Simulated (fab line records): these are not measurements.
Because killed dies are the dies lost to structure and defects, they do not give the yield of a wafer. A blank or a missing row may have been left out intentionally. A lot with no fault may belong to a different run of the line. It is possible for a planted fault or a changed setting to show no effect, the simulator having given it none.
Problem report in the 8D (eight disciplines) form, filled by code + flow nand harc + the parts of the form that need people (team, actions taken, sign-off) are left out

1. PROBLEM STATEMENT
killed at array at NHARC_END_SORT_01 reads a mean of 674 on 1 wafer of 1 lot; wafers without a fault read 55 with a standard deviation of 23. Measured from the usual mean, that is +27 standard deviations.
First observed at day 29 04:31: wafer L460.5, on prober-01. The record holds 3 wafers of 1 lot with a number at this step. By rule, "out" or "out of limits" means more than 4 standard deviations away from the usual mean. Any other wafer with a number is counted as sound.

2. WHAT IT IS, WHAT IT ISN'T
| question                    | is                           | is not                                                           |
|-----------------------------|------------------------------|------------------------------------------------------------------|
| which readings at this step | killed at array, killed dies | killed at other, killed at periphery, killed open, killed short  |
| which lots                  | L460                         | -                                                                |
| which wafers of those lots  | L460.5                       | L460.4, L460.6                                                   |
| read on which gauges        | prober-01                    | -                                                                |
| when                        | from day 29 04:31            | up to then (1 sound wafer); but 1 sound wafer of L460 came after |

3. WHAT RULES OUT EACH SUSPECT
Counting: any tool at a process step up to the reading remains a suspect provided it ran every lot that is out. Sound lots after the first of them don't rule it out here, since some wafers of a struck lot are sound.
- the gauge at NHARC_END_SORT_01 has been ruled out. All the wafers that are out were read on prober-01, but those of them that NHARC_A_SLIT_ETCH_15 has rows for are out there too, on other tools.
- rie diel-10 at NHARC_A_SLIT_ETCH_24 (etches the open film in CF4/CHF3, target depth 121 nm, time 60.5 s): kept. It ran the lot that is out, L460 (day 24 18:32).
- rie diel-10 at NHARC_A_SLIT_ETCH_15 (etches the open film in O2/COS, target depth 6200 nm, time 1612 s): kept. It ran the lot that is out, L460 (day 24 18:58). Out on those wafers are its own readings of run length s.
- rie diel-05 at NHARC_A_SLIT_STRIP_18 (strips in O2): kept. It ran the lot that is out, L460 (day 29 03:43). Because NHARC_A_SLIT_STRIP_18 lacks a start for some lots, the hours and order of its lots are taken from NHARC_END_SORT_01.
- At NHARC_A_SLIT_ETCH_24, inside rie diel-10: chamber 3 took the wafers that are out, while their sound lot-mates went through chambers 0, 1.
- At NHARC_A_SLIT_ETCH_15, inside rie diel-10: chamber 0 took the wafers that are out, while their sound lot-mates went through chambers 1, 3.
Still standing after the count: rie diel-10 at NHARC_A_SLIT_ETCH_24, rie diel-10 at NHARC_A_SLIT_ETCH_15, rie diel-05 at NHARC_A_SLIT_STRIP_18.

4. THE CAUSE (what the simulator had put in)
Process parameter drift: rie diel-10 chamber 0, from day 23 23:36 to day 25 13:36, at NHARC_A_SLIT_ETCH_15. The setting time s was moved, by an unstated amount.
Of the 3 suspects that counting leaves, this tool is one.

5. SEQUENCE OF EFFECTS, ordered by route
One row per reading whose mean, taken over the struck wafers that have a number, lies over 3 standard deviations from the usual. Only readings whose record carries a usual standard deviation are examined. hours: median over the lots of the time between each lot's start at the first step of this table that gives one and its start at this step. sigmas: the change, counted in usual standard deviations.
| hours | step                 | reading         | usual    | on struck wafers | change | sigmas      |
|-------|----------------------|-----------------|----------|------------------|--------|-------------|
| 0     | NHARC_A_SLIT_ETCH_15 | run length s    | 1633.5 s | 1070.9           | -562.6 | -99 or more |
| 106   | NHARC_END_SORT_01    | killed at array | 55       | 674              | +619   | +27         |
| 106   | NHARC_END_SORT_01    | killed dies     | 59       | 677              | +618   | +27         |
Its process steps:
- NHARC_A_SLIT_ETCH_15: etches the open film in O2/COS, target depth 6200 nm, time 1612 s.

6. HOW IT WOULD HAVE BEEN CAUGHT EARLIER
125 hours passed between the start of the fault at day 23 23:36 and the first reading out of limits at a measuring or inspecting step in this record, taken at day 29 04:31.
Tool's own readings at NHARC_A_SLIT_ETCH_15, run length s: out on all struck wafers the step has rows for; an alarm limit on them would have tripped on the first.
By day 29 04:31, every lot that is out (1) had started NHARC_A_SLIT_ETCH_15 on rie diel-10. Had the tool been put on hold then, not one of them would have been saved.
